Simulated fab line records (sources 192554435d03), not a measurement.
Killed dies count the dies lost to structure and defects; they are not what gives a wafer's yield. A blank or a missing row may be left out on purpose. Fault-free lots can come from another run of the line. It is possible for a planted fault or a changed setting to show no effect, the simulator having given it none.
Problem report, 8D (eight disciplines) form, completed by code / flow n5_finfet / the parts of the form that need people (team, actions taken, sign-off) are left out

## 1. PROBLEM STATEMENT
At N5_FIN_SAQP_ETCH_52, oes_product_au averages 0.28 a.u. over 9 wafers from 3 lots, while fault-free wafers read 0.68 a.u., standard deviation 0.066. That is -6.1 standard deviations from the usual mean.
The step: etches SOC in N2/H2, target depth 100 nm, overetch 20 nm, time 150 s.
First observed at day 4 16:27: wafer L442.3, on rie_diel-03. At this step, 24 wafers from 8 lots have a number in the record. Rule for "out", or "out of limits": more than 4 standard deviations from the usual mean. Any other wafer with a number is counted as sound.

## 2. WHAT IT IS AND WHAT IT IS NOT
question=which readings at this step | is=oes_product_au | is not=chamber_pressure_mTorr, drypump_motor_current_A, rf_vpp_V, showerhead_plenum_p_Torr, throttle_valve_pct
question=which lots | is=L442, L443, L444 | is not=L435, L440, L451, L452, L454
question=which wafers of those lots | is=all that have a number | is not=-
question=read on which tools | is=rie_diel-03 | is not=rie_diel-06
question=when | is=from day 4 16:27 | is not=up to then (6 sound wafers); but 9 sound wafers of L451, L452, L454 came after

## 3. THE SUSPECTS, EACH WITH WHAT RULES IT OUT
Counting: a tool at a process step up to the reading stays a suspect if it ran every lot that is out and no sound lot after the first of them.
- rie_diel-03 at N5_FIN_SAQP_ETCH_51 (etches SiARC in CF4, target depth 45.5 nm, time 75.8 s): ruled out as a lasting fault. The sound lots L452, L454 went through it after L442, its earliest lot that is out (day 4 16:23).
- rie_diel-03 at N5_FIN_SAQP_ETCH_52 (etches SOC in N2/H2, target depth 100 nm, overetch 20 nm, time 150 s): ruled out as a lasting fault. The sound lots L452, L454 went through it after L442, its earliest lot that is out (day 4 16:27).
Left after counting: nothing in the record.

## 4. THE CAUSE (what the simulator had put in)
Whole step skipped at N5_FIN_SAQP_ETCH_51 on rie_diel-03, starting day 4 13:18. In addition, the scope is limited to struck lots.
Counting ruled it out, wrongly.

## 5. SEQUENCE OF EFFECTS, ordered by route
One row per reading whose mean, taken over the struck wafers that have a number, lies over 3 standard deviations from the usual. Only readings for which the record gives a usual standard deviation are gone through. hours: the time from each lot's start at the first step in this table that gives one to its start at this step, as a median over the lots. sigmas: the change in usual standard deviations.
hours=0; step=N5_FIN_SAQP_ETCH_52; reading=oes_product_au; usual=0.68 a.u.; on struck wafers=0.28; change=-0.40; sigmas=-6.1
hours=266; step=N5_PASSIVATION_PROBE_49; reading=defect_limited_yield; usual=91.1 %; on struck wafers=0.0; change=-91.1; sigmas=-61
hours=266; step=N5_PASSIVATION_PROBE_49; reading=killed_at_front_end; usual=41; on struck wafers=1112; change=+1071; sigmas=+76
hours=266; step=N5_PASSIVATION_PROBE_49; reading=killed_dies; usual=105; on struck wafers=1180; change=+1075; sigmas=+63
hours=266; step=N5_PASSIVATION_PROBE_49; reading=killed_on_rim; usual=13; on struck wafers=152; change=+139; sigmas=+34
hours=266; step=N5_PASSIVATION_PROBE_49; reading=sort_bin_5_function; usual=5.1 %; on struck wafers=96.1; change=+91.0; sigmas=+94
hours=266; step=N5_PASSIVATION_PROBE_49; reading=sort_n_pass; usual=1075; on struck wafers=0; change=-1075; sigmas=-63
hours=266; step=N5_PASSIVATION_PROBE_49; reading=sort_yield_pct; usual=91.1 %; on struck wafers=0.0; change=-91.1; sigmas=-61
Process steps it contains:
- N5_FIN_SAQP_ETCH_52: etches SOC in N2/H2, target depth 100 nm, overetch 20 nm, time 150 s.
- N5_PASSIVATION_PROBE_49
Readings that are blank on the struck wafers while sound wafers have them: bias_w at N5_FIN_SAQP_ETCH_51; cf4_flow_sccm at N5_FIN_SAQP_ETCH_51; drypump_motor_current_A at N5_FIN_SAQP_ETCH_51; etch_rf_on_time_s at N5_FIN_SAQP_ETCH_51; oes_product_au at N5_FIN_SAQP_ETCH_51; rf_vpp_V at N5_FIN_SAQP_ETCH_51; showerhead_plenum_p_Torr at N5_FIN_SAQP_ETCH_51; throttle_valve_pct at N5_FIN_SAQP_ETCH_51; and 1 more.

## 6. HOW IT WOULD HAVE BEEN CAUGHT EARLIER
In this record no reading fell out of limits until day 4 16:27, 3 hours after the fault had begun at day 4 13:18.
At N5_FIN_SAQP_ETCH_51 the tool's readings are blank on the struck wafers, where sound wafers have them: an empty tool record is the first sign, and it was there at once.
